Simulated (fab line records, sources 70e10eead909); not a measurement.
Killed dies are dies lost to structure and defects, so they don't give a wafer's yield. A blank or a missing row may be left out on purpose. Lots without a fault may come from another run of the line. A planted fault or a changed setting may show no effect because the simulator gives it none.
Chamber matching | flow nand_harc | NHARC_A_SLIT_DEP_23 on pecvd-01: 3 sister chambers
The step deposits SiON, target thk 100 nm. 16 wafers are shown with their chamber, then 8 later ones without.

WAFERS WITH THEIR CHAMBER
wafer  | chamber | heater_power_w (W) | susceptor_temp_C (C)
L101.2 | 2       | 737                | 400.25
L101.3 | 0       | 730                | 400.26
L101.5 | 1       | 775                | 399.67
L102.3 | 2       | 754                | 399.95
L102.5 | 1       | 709                | 400.21
L102.6 | 0       | 771                | 399.84
L105.1 | 2       | 812                | 400.04
L105.4 | 1       | 805                | 400.08
L105.6 | 0       | 779                | 400.37
L108.1 | 2       | 737                | 400.16
L108.3 | 1       | 701                | 399.93
L108.6 | 0       | 713                | 399.73
L116.1 | 0       | 660                | 399.98
L116.4 | 0       | 654                | 399.86
L116.5 | 1       | 782                | 400.09
L115.1 | 0       | 778                | 400.20

SIGNATURES (means of the wafers above)
reading          | chamber 0 | chamber 1 | chamber 2 | scatter within a chamber
heater_power_w   | 726.43    | 754.40    | 760.00    | 47.8
susceptor_temp_C | 400.0343  | 399.9960  | 400.1000  | 0.211
Rule: a wafer's distance from a chamber is the root of the sum, over the readings, of the square of ((its reading less the chamber's mean) divided by the reading's scatter). The wafer belongs to the nearest chamber; if the next one is less than 2 further off, it can't be placed. The scatter: the root of (the sum of the squares of (reading less its chamber's mean) over the shown wafers, divided by (wafers less chambers)).

WAFERS WITHOUT THEIR CHAMBER
wafer  | heater_power_w (W) | susceptor_temp_C (C)
L115.2 | 740                | 400.33
L115.3 | 651                | 399.88
L117.2 | 759                | 399.88
L117.4 | 745                | 400.07
L117.5 | 781                | 400.31
L123.1 | 744                | 400.01
L123.3 | 810                | 400.40
L123.6 | 805                | 400.27

WHICH CHAMBER EACH WENT THROUGH
wafer  | from the rows above          | in truth
L115.2 | can't be placed: 2 or 0 or 1 | 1
L115.3 | can't be placed: 0 or 1 or 2 | 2
L117.2 | can't be placed: 1 or 0 or 2 | 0
L117.4 | can't be placed: 2 or 1 or 0 | 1
L117.5 | can't be placed: 2 or 1 or 0 | 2
L123.1 | can't be placed: 1 or 0 or 2 | 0
L123.3 | can't be placed: 2 or 1 or 0 | 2
L123.6 | can't be placed: 2 or 1 or 0 | 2
Placed correctly: 0 of 8. Can't be placed from these rows: 8 (the true chamber is among the candidates in 8). Placed wrongly: 0.
